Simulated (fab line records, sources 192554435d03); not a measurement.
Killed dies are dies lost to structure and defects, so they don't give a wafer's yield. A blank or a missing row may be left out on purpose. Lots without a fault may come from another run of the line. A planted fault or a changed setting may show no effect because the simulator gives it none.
Which tool did it? | flow n5_finfet | 24 lots, 72 wafers sampled, at 5 steps of a route of 1938

WHAT THE GAUGES READ, wafer by wafer
N5_BEOL_M15_INSPECT_12: inspects for defects (macro).
lot  | measured     | on                | raw_defect_count
L076 | day 11 08:49 | defect_inspect-01 | 3 2 3
L074 | day 11 18:55 | defect_inspect-01 | 4 2 4
L075 | day 11 20:13 | defect_inspect-01 | 2 0 1
L081 | day 12 19:59 | defect_inspect-02 | 2 4 2
L077 | day 12 20:14 | defect_inspect-02 | 1 5 4
L078 | day 12 20:22 | defect_inspect-02 | 1 2 2
L079 | day 13 03:14 | defect_inspect-02 | 4 1 3
L080 | day 13 03:56 | defect_inspect-02 | 4 3 0
L082 | day 13 16:31 | defect_inspect-02 | 0 2 1
L084 | day 14 01:06 | defect_inspect-01 | 6 1 4
L083 | day 14 01:58 | defect_inspect-02 | 2 1 1
L085 | day 14 08:30 | defect_inspect-01 | 4 2 4
L086 | day 14 11:06 | defect_inspect-02 | 1 4 2
L087 | day 14 17:50 | defect_inspect-02 | 1 2 1
L089 | day 14 22:05 | defect_inspect-01 | 1 0 1
L088 | day 15 00:32 | defect_inspect-02 | 5 0 3
L090 | day 15 01:52 | defect_inspect-02 | 3 1 5
L091 | day 15 08:46 | defect_inspect-01 | 3 4 1
L093 | day 16 07:08 | defect_inspect-02 | 2 1 2
L092 | day 16 09:41 | defect_inspect-01 | 3 1 2
L095 | day 16 12:35 | defect_inspect-02 | 1 1 2
L094 | day 16 13:14 | defect_inspect-01 | 1 4 5
L096 | day 16 19:32 | defect_inspect-02 | 3 3 2
L097 | day 16 23:11 | defect_inspect-02 | 1 1 1

N5_MIM_BOT_LITHO_OVL_MEAS_11.
lot  | measured     | on         | MIM_BOT_OVL (nm)
L076 | day 11 18:44 | overlay-02 | -4 -9 -12
L074 | day 12 09:54 | overlay-02 | -7 1 -2
L075 | day 12 11:42 | overlay-01 | 1 2 0
L081 | day 13 06:36 | overlay-02 | 1 2 -4
L077 | day 13 06:47 | overlay-02 | 2 -4 -4
L078 | day 13 08:14 | overlay-02 | 9 5 2
L079 | day 13 12:28 | overlay-01 | -2 -6 -6
L080 | day 13 14:42 | overlay-02 | 9 2 2
L082 | day 14 01:08 | overlay-02 | 6 5 12
L084 | day 14 10:43 | overlay-02 | 4 3 2
L083 | day 14 10:53 | overlay-01 | 8 3 5
L085 | day 14 21:07 | overlay-01 | -7 0 -6
L086 | day 14 23:04 | overlay-01 | -3 3 2
L087 | day 15 02:58 | overlay-01 | -5 5 -1
L089 | day 15 08:27 | overlay-01 | -4 7 9
L088 | day 15 12:04 | overlay-02 | -2 3 4
L090 | day 15 12:19 | overlay-01 | 1 -5 -3
L091 | day 15 17:35 | overlay-01 | 4 4 1
L093 | day 16 21:25 | overlay-02 | -1 6 7
L092 | day 17 01:06 | overlay-02 | 6 0 2
L095 | day 17 02:33 | overlay-02 | -4 6 -2
L094 | day 17 02:57 | overlay-02 | 6 10 2
L096 | day 17 07:35 | overlay-02 | 6 11 3
L097 | day 17 07:44 | overlay-02 | 12 7 6

WHICH TOOL RAN EACH LOT (tool, then ch and the chambers of the sampled wafers, then the start)
lot  | N5_BEOL_M14_STRIP_37               | N5_BEOL_M15_ETCH_59                | N5_BEOL_M15_STRIP_62
L076 | rie_diel-04 ch 0,2,3, day 11 06:26 | rie_diel-01 ch 0,1, day 11 09:04   | rie_diel-03 ch 0,1, day 11 18:44 or earlier
L074 | rie_diel-04 ch 1,2, day 11 16:11   | rie_diel-01 ch 0,1,2, day 11 18:59 | rie_diel-02 ch 0,1, day 12 09:54 or earlier
L075 | rie_diel-06 ch 0,1,3, day 11 17:10 | rie_diel-03 ch 0,1,3, day 11 20:17 | rie_diel-02 ch 0,2, day 12 11:42 or earlier
L081 | rie_diel-06 ch 0,1,3, day 12 16:17 | rie_diel-01 ch 1,2, day 12 20:04   | rie_diel-02 ch 2,3, day 13 06:36 or earlier
L077 | rie_diel-04 ch 0,1, day 12 16:44   | rie_diel-02 ch 1,2, day 12 20:18   | rie_diel-03 ch 0,1, day 13 06:47 or earlier
L078 | rie_diel-06 ch 0,2, day 12 16:53   | rie_diel-03 ch 0,1,3, day 12 20:26 | rie_diel-01 ch 0,1,2, day 13 08:14 or earlier
L079 | rie_diel-05 ch 0,1, day 12 23:53   | rie_diel-03 ch 0,1,2, day 13 03:19 | rie_diel-01 ch 0,1,3, day 13 12:28 or earlier
L080 | rie_diel-06 ch 2,3, day 13 00:46   | rie_diel-03 ch 1,2,3, day 13 04:01 | rie_diel-01 ch 0,1,2, day 13 14:42 or earlier
L082 | rie_diel-04 ch 0,1,3, day 13 13:56 | rie_diel-03 ch 0,1,3, day 13 16:35 | rie_diel-02 ch 0,1,2, day 14 01:08 or earlier
L084 | rie_diel-05 ch 0,1,2, day 13 20:25 | rie_diel-02 ch 0,3, day 14 01:10   | rie_diel-02 ch 2, day 14 10:43 or earlier
L083 | rie_diel-05 ch 0,2, day 13 23:37   | rie_diel-03 ch 0,2,3, day 14 02:19 | rie_diel-01 ch 0,3, day 14 10:53 or earlier
L085 | rie_diel-06 ch 2,3, day 14 05:56   | rie_diel-02 ch 0,1, day 14 08:34   | rie_diel-03 ch 0,1,3, day 14 21:07 or earlier
L086 | rie_diel-04 ch 0,2,3, day 14 08:04 | rie_diel-02 ch 0,1,2, day 14 11:10 | rie_diel-03 ch 0,1,3, day 14 23:04 or earlier
L087 | rie_diel-04 ch 0,1,3, day 14 14:07 | rie_diel-03 ch 0,1,3, day 14 17:55 | rie_diel-01 ch 0,1, day 15 02:58 or earlier
L089 | rie_diel-06 ch 0,3, day 14 19:44   | rie_diel-03 ch 0,2,3, day 14 22:09 | rie_diel-02 ch 0,1,2, day 15 08:27 or earlier
L088 | rie_diel-04 ch 1,2,3, day 14 21:09 | rie_diel-03 ch 1,3, day 15 01:02   | rie_diel-03 ch 0,2, day 15 12:04 or earlier
L090 | rie_diel-05 ch 1,2, day 14 22:05   | rie_diel-03 ch 0,1,3, day 15 01:59 | rie_diel-03 ch 0,1,2, day 15 12:19 or earlier
L091 | rie_diel-06 ch 2,3, day 15 06:13   | rie_diel-02 ch 0,2, day 15 08:50   | rie_diel-03 ch 0,1,2, day 15 17:35 or earlier
L093 | rie_diel-04 ch 1,2,3, day 16 04:25 | rie_diel-01 ch 0,1,3, day 16 07:12 | rie_diel-01 ch 0,1,2, day 16 21:25 or earlier
L092 | rie_diel-06 ch 0,1, day 16 06:35   | rie_diel-03 ch 1,2,3, day 16 09:49 | rie_diel-02 ch 0,2, day 17 01:06 or earlier
L095 | rie_diel-06 ch 1,2,3, day 16 09:46 | rie_diel-03 ch 0,1,2, day 16 12:40 | rie_diel-03 ch 0,1,3, day 17 02:33 or earlier
L094 | rie_diel-05 ch 1,2, day 16 10:47   | rie_diel-01 ch 0,1, day 16 13:19   | rie_diel-02 ch 2,3, day 17 02:57 or earlier
L096 | rie_diel-04 ch 1,2,3, day 16 16:40 | rie_diel-01 ch 1,2,3, day 16 19:37 | rie_diel-02 ch 0,2,3, day 17 07:35 or earlier
L097 | rie_diel-05 ch 2,3, day 16 20:23   | rie_diel-03 ch 0,1,3, day 16 23:16 | rie_diel-03 ch 1,2, day 17 07:44 or earlier
- N5_BEOL_M14_STRIP_37: strips in O2.
- N5_BEOL_M15_ETCH_59: etches BARC in N2/H2, target depth 89 nm, overetch 26.7 nm, time 67.9 s.
- N5_BEOL_M15_STRIP_62: strips in O2.

WHAT THE TOOLS THEMSELVES READ (means of the sampled wafers that have a number; where no wafer has one, the mark that the record gives instead)
N5_BEOL_M14_STRIP_37.
lot  | tool        | drypump_motor_current_A (A) | oes_product_au (a.u.) | rf_vpp_V (V) | showerhead_plenum_p_Torr (Torr) | throttle_valve_pct (%)
L076 | rie_diel-04 | 6.2                         | 0.79                  | 4.0          | 2.06                            | 16.71
L074 | rie_diel-04 | 5.8                         | 0.92                  | 3.5          | 2.08                            | 16.63
L075 | rie_diel-06 | 5.6                         | 0.82                  | 3.6          | 2.06                            | 16.69
L081 | rie_diel-06 | 5.6                         | 0.81                  | 3.4          | 2.06                            | 16.71
L077 | rie_diel-04 | 6.2                         | 0.86                  | 3.2          | 2.15                            | 16.83
L078 | rie_diel-06 | 5.5                         | 0.81                  | 3.1          | 2.16                            | 16.57
L079 | rie_diel-05 | 5.0                         | 0.89                  | 3.1          | 2.24                            | 16.68
L080 | rie_diel-06 | 5.3                         | 0.76                  | 4.1          | 2.18                            | 16.61
L082 | rie_diel-04 | 6.3                         | 0.78                  | 4.0          | 2.10                            | 16.89
L084 | rie_diel-05 | 5.1                         | 0.84                  | 3.0          | 2.19                            | 16.60
L083 | rie_diel-05 | 5.0                         | 0.86                  | 3.4          | 2.20                            | 16.63
L085 | rie_diel-06 | 5.6                         | 0.77                  | 3.8          | 2.14                            | 16.70
L086 | rie_diel-04 | 6.2                         | 0.76                  | 3.9          | 2.05                            | 16.74
L087 | rie_diel-04 | 6.3                         | 0.77                  | 3.7          | 2.09                            | 16.89
L089 | rie_diel-06 | 6.1                         | 0.85                  | 2.2          | 2.06                            | 16.67
L088 | rie_diel-04 | 6.0                         | 0.83                  | 2.9          | 2.06                            | 16.84
L090 | rie_diel-05 | 5.3                         | 0.81                  | 3.2          | 2.14                            | 16.52
L091 | rie_diel-06 | 5.4                         | 0.74                  | 3.1          | 2.17                            | 16.67
L093 | rie_diel-04 | 5.9                         | 0.81                  | 2.9          | 2.05                            | 16.87
L092 | rie_diel-06 | 5.3                         | 0.90                  | 4.3          | 2.03                            | 16.46
L095 | rie_diel-06 | 5.3                         | 0.79                  | 3.6          | 2.11                            | 16.62
L094 | rie_diel-05 | 5.3                         | 0.81                  | 3.5          | 2.16                            | 16.66
L096 | rie_diel-04 | 5.9                         | 0.79                  | 3.0          | 2.05                            | 16.87
L097 | rie_diel-05 | 5.6                         | 0.81                  | 4.6          | 2.11                            | 16.49

N5_BEOL_M15_ETCH_59.
lot  | tool        | drypump_motor_current_A (A) | oes_product_au (a.u.) | rf_vpp_V (V) | showerhead_plenum_p_Torr (Torr) | throttle_valve_pct (%)
L076 | rie_diel-01 | 5.3                         | 0.67                  | 525.0        | 2.59                            | 17.78
L074 | rie_diel-01 | 5.4                         | 0.70                  | 525.4        | 2.57                            | 17.95
L075 | rie_diel-03 | 6.1                         | 0.66                  | 526.8        | 2.60                            | 17.82
L081 | rie_diel-01 | 5.6                         | 0.74                  | 523.3        | 2.52                            | 17.86
L077 | rie_diel-02 | 5.9                         | 0.61                  | 524.2        | 2.55                            | 18.22
L078 | rie_diel-03 | 6.1                         | 0.65                  | 526.4        | 2.60                            | 17.84
L079 | rie_diel-03 | 6.1                         | 0.62                  | 524.3        | 2.54                            | 17.87
L080 | rie_diel-03 | 6.2                         | 0.65                  | 524.9        | 2.56                            | 17.88
L082 | rie_diel-03 | 6.1                         | 0.65                  | 526.0        | 2.60                            | 17.85
L084 | rie_diel-02 | 5.8                         | 0.63                  | 522.6        | 2.53                            | 18.26
L083 | rie_diel-03 | 6.4                         | 0.65                  | 526.0        | 2.60                            | 17.71
L085 | rie_diel-02 | 5.8                         | 0.64                  | 521.2        | 2.47                            | 18.08
L086 | rie_diel-02 | 5.9                         | 0.65                  | 522.9        | 2.55                            | 18.07
L087 | rie_diel-03 | 6.1                         | 0.65                  | 526.0        | 2.59                            | 17.86
L089 | rie_diel-03 | 6.4                         | 0.65                  | 525.3        | 2.59                            | 17.72
L088 | rie_diel-03 | 6.0                         | 0.64                  | 524.8        | 2.56                            | 18.06
L090 | rie_diel-03 | 6.1                         | 0.65                  | 525.7        | 2.59                            | 17.87
L091 | rie_diel-02 | 5.9                         | 0.69                  | 525.4        | 2.61                            | 17.93
L093 | rie_diel-01 | 5.7                         | 0.70                  | 522.5        | 2.52                            | 17.68
L092 | rie_diel-03 | 6.2                         | 0.63                  | 524.5        | 2.55                            | 17.93
L095 | rie_diel-03 | 6.1                         | 0.60                  | 523.6        | 2.53                            | 17.91
L094 | rie_diel-01 | 5.3                         | 0.64                  | 524.4        | 2.57                            | 17.86
L096 | rie_diel-01 | 5.8                         | 0.73                  | 522.7        | 2.51                            | 17.84
L097 | rie_diel-03 | 6.1                         | 0.63                  | 524.9        | 2.59                            | 17.90

N5_BEOL_M15_STRIP_62.
lot  | tool        | drypump_motor_current_A (A) | oes_product_au (a.u.) | rf_vpp_V (V) | showerhead_plenum_p_Torr (Torr) | throttle_valve_pct (%)
L076 | rie_diel-03 | 6.0                         | 0.73                  | 3.6          | 2.15                            | 16.77
L074 | rie_diel-02 | 5.8                         | 0.77                  | 3.3          | 2.06                            | 16.93
L075 | rie_diel-02 | 6.0                         | 0.79                  | 3.4          | 2.17                            | 16.75
L081 | rie_diel-02 | 5.8                         | 0.68                  | 3.5          | 2.10                            | 17.13
L077 | rie_diel-03 | 5.8                         | 0.72                  | 3.8          | 2.12                            | 16.94
L078 | rie_diel-01 | 5.4                         | 0.80                  | 3.6          | 2.13                            | 16.72
L079 | rie_diel-01 | 5.7                         | 0.86                  | 3.7          | 2.10                            | 16.47
L080 | rie_diel-01 | 5.4                         | 0.79                  | 4.0          | 2.13                            | 16.72
L082 | rie_diel-02 | 5.9                         | 0.77                  | 3.4          | 2.12                            | 16.86
L084 | rie_diel-02 | 6.0                         | 0.72                  | 3.1          | 2.17                            | 16.88
L083 | rie_diel-01 | 5.9                         | 0.87                  | 3.6          | 2.08                            | 16.40
L085 | rie_diel-03 | 6.1                         | 0.75                  | 3.5          | 2.16                            | 16.78
L086 | rie_diel-03 | 6.1                         | 0.75                  | 3.6          | 2.16                            | 16.78
L087 | rie_diel-01 | 5.4                         | 0.80                  | 3.7          | 2.11                            | 16.57
L089 | rie_diel-02 | 5.9                         | 0.76                  | 3.6          | 2.11                            | 16.88
L088 | rie_diel-03 | 6.2                         | 0.70                  | 3.8          | 2.14                            | 16.71
L090 | rie_diel-03 | 6.1                         | 0.71                  | 3.4          | 2.11                            | 16.86
L091 | rie_diel-03 | 6.1                         | 0.70                  | 3.3          | 2.11                            | 16.86
L093 | rie_diel-01 | 5.4                         | 0.77                  | 3.4          | 2.12                            | 16.76
L092 | rie_diel-02 | 5.9                         | 0.80                  | 3.7          | 2.16                            | 16.70
L095 | rie_diel-03 | 6.1                         | 0.74                  | 3.7          | 2.15                            | 16.81
L094 | rie_diel-02 | 5.8                         | 0.87                  | 3.5          | 2.10                            | 16.81
L096 | rie_diel-02 | 5.9                         | 0.83                  | 4.0          | 2.13                            | 16.77
L097 | rie_diel-03 | 5.9                         | 0.68                  | 3.4          | 2.08                            | 17.02

THE ANSWER, worked out from the rows above alone
Rule: what is usual is taken from the lots themselves. Put in order of their means at a reading, lots are off if they are a third of the lots or fewer, leave a main group of 4 or more, and stand apart from it by a gap of 3 or more times the standard deviation of the main group's means; of several such gaps the widest counts. A main group whose means are all the same, to the digits that the tables above print for the reading, isn't used. A lot without any number at a reading at which 4 lots or more have one is off too. The other lots that the step has rows for count as sound. The gauges are gone through in route order, then the tools' own readings, and for those a lot's mean is taken as printed above. The first step at which some lot is off is used, and at that step the reading that is off furthest; a lot without a number counts as furthest.
No lot is off at any reading shown: from this, nothing can be told.

WHAT THE SIMULATOR HAD PUT IN
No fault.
